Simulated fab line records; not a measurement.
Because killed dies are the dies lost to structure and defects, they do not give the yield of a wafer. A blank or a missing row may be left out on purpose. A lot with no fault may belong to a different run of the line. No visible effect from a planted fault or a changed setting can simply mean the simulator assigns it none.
Split-lot study + flow n5-finfet + 21 wafers read across 7 lots, on a route 1938 steps long

## ON THE SPLIT
At N5_BEOL_M2_ILD_DEP_00 (deposits SiOC from DEMS/O2, target thk 79 nm, time 15.3 s), the setting time-s was moved away from the recipe's 15.3 s on 5 of the 21 wafers read, by -14.4% to -4.8%. For the rest of the wafers, this setting stayed at what the recipe calls for.

Between the split and the reading, the file records no step.

## THE READING
M2_ILD_THK, in nm, at N5_BEOL_M2_THK_MEAS_01. On this fab line, fault-free wafers typically give 79.1 nm with a standard deviation of 1.1 nm.

| wafer  | tool, chamber at the split | time-s as run, s | against the recipe | M2_ILD_THK, nm | against lot-mates on the recipe |
|--------|----------------------------|------------------|--------------------|----------------|---------------------------------|
| L080.1 | pecvd-03, 1                | 13.72            | -10.3%             | 69.6           | -9.3                            |
| L080.2 | pecvd-03, 2                | 15.3             | recipe             | 77.8           | -                               |
| L080.5 | pecvd-03, 1                | 15.3             | recipe             | 80.1           | -                               |
| L087.1 | pecvd-03, 2                | 15.3             | recipe             | 79.4           | -                               |
| L087.2 | pecvd-03, 0                | 15.3             | recipe             | 78.0           | -                               |
| L087.4 | pecvd-03, 0                | 15.3             | recipe             | 78.8           | -                               |
| L090.1 | pecvd-03, 0                | 15.3             | recipe             | 80.0           | -                               |
| L090.5 | pecvd-03, 0                | 13.1             | -14.4%             | 69.2           | -10.7                           |
| L090.6 | pecvd-03, 1                | 15.3             | recipe             | 79.8           | -                               |
| L091.1 | pecvd-04, 0                | 15.3             | recipe             | 78.6           | -                               |
| L091.5 | pecvd-04, 0                | 14.32            | -6.4%              | 75.1           | -3.2                            |
| L091.6 | pecvd-04, 1                | 15.3             | recipe             | 78.0           | -                               |
| L093.1 | pecvd-02, 1                | 15.3             | recipe             | 78.9           | -                               |
| L093.2 | pecvd-02, 2                | 15.3             | recipe             | 78.5           | -                               |
| L093.5 | pecvd-02, 2                | 15.3             | recipe             | 79.8           | -                               |
| L095.1 | pecvd-04, 2                | 15.3             | recipe             | 78.6           | -                               |
| L095.3 | pecvd-04, 1                | 14.56            | -4.8%              | 74.2           | -4.8                            |
| L095.6 | pecvd-04, 1                | 15.3             | recipe             | 79.4           | -                               |
| L096.1 | pecvd-02, 1                | 13.51            | -11.7%             | 69.2           | -10.3                           |
| L096.3 | pecvd-02, 2                | 15.3             | recipe             | 78.7           | -                               |
| L096.6 | pecvd-02, 2                | 15.3             | recipe             | 80.3           | -                               |

FIT RESULTS
A straight line over all 21 wafers: M2_ILD_THK changes by +0.779 nm for each +1% of time-s; r = +0.97; the points scatter about the line by 0.92 nm.
The same after taking each lot's own level away (the mean of its wafers on the recipe; 21 wafers): +0.806 nm for each +1%; r = +0.98; scatter 0.85 nm.
According to that fit, moving time-s by its largest amount changes the reading by 12 nm.
From 78.30 to 79.90 nm: that is the span of the lots' own levels, equal to 1.5 times the standard deviation above.
Hence the lot-to-lot level has little effect on the slope; both slopes agree.
Check: with one of the wafers moved furthest among these (-14.4%) left out of the fit, the line predicts -12.2 nm for it against its lot-mates. It came out at -10.7 nm against them.

## OTHER SPLITS APPLIED TO THESE WAFERS
Other splits were also applied to these wafers ahead of the reading. Each is held against what the fit with the lots' levels taken away leaves over:
| other split on the same wafers    | wafers away from the commonest value | r with M2_ILD_THK (lot level and that fit taken away) |
|-----------------------------------|--------------------------------------|-------------------------------------------------------|
| N5_BEOL_M1_HM_DEP_02 target-thk-a | 12                                   | +0.11                                                 |
| N5_BEOL_M1_COAT_73 temp-c         | 10                                   | -0.11                                                 |

## THE WHOLE CHAIN: every reading that the file lists as answering this split, in the file's order
| step                   | what it does                                              | reading                                                                            | change (the file's fit)              | r (the file's) |
|------------------------|-----------------------------------------------------------|------------------------------------------------------------------------------------|--------------------------------------|----------------|
| N5_BEOL_M2_ILD_DEP_00  | deposits SiOC from DEMS/O2, target thk 79 nm, time 15.3 s | SiOC_of_BEOL_M2_ILD_DEP_00.thk-nm (the simulator's own value, which no gauge read) | +0.81 nm for each +1% of the setting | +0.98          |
| N5_BEOL_M2_THK_MEAS_01 |                                                           | M2_ILD_THK                                                                         | +0.805 for each +1% of the setting   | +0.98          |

## THE FILE'S OWN FIT
M2_ILD_THK changes by +0.805 nm for each +1% of time-s, r = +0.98.
